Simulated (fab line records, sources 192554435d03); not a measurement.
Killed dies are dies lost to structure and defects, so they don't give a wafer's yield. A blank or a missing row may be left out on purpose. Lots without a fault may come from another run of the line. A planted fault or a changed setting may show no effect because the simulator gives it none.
Chamber matching | flow n5_finfet | N5_BEOL_M14_ILD_DEP_00 on pecvd-04: 3 sister chambers
The step deposits SiO2 from TEOS/O2, target thk 1119.3 nm, time 237.4 s. 6 wafers are shown with their chamber, then 8 later ones without.

WAFERS WITH THEIR CHAMBER
wafer  | chamber | throttle_valve_pct (%) | showerhead_plenum_p_Torr (Torr)
L078.5 | 1       | 18.0                   | 8.32
L079.2 | 2       | 18.4                   | 8.29
L079.6 | 2       | 18.1                   | 8.31
L085.4 | 0       | 18.8                   | 8.34
L085.5 | 1       | 18.3                   | 8.33
L090.2 | 0       | 19.3                   | 8.36

WAFERS WITHOUT THEIR CHAMBER
wafer  | throttle_valve_pct (%) | showerhead_plenum_p_Torr (Torr)
L090.3 | 17.9                   | 8.33
L090.5 | 18.9                   | 8.36
L093.3 | 18.4                   | 8.27
L093.5 | 18.3                   | 8.28
L093.6 | 18.8                   | 8.37
L095.2 | 17.9                   | 8.30
L095.4 | 19.1                   | 8.36
L095.6 | 17.9                   | 8.34

WHICH CHAMBER EACH WENT THROUGH
wafer  | from the rows above     | in truth
L090.3 | can't be placed: 1 or 2 | 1
L090.5 | 0                       | 0
L093.3 | 2                       | 2
L093.5 | 2                       | 2
L093.6 | 0                       | 0
L095.2 | can't be placed: 2 or 1 | 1
L095.4 | 0                       | 0
L095.6 | can't be placed: 1 or 2 | 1
Placed correctly: 5 of 8. Can't be placed from these rows: 3 (the true chamber is among the candidates in 3). Placed wrongly: 0.
How it was worked out, from the rows above alone: a wafer's distance from a chamber is the root of the sum, over the readings, of the square of ((its reading less the chamber's mean) divided by the reading's scatter). The wafer belongs to the nearest chamber; if the next one is less than 2 further off, it can't be placed. A chamber's mean is the mean of its shown wafers. The scatter: the root of (the sum of the squares of (reading less its chamber's mean) over the shown wafers, divided by (wafers less chambers)).
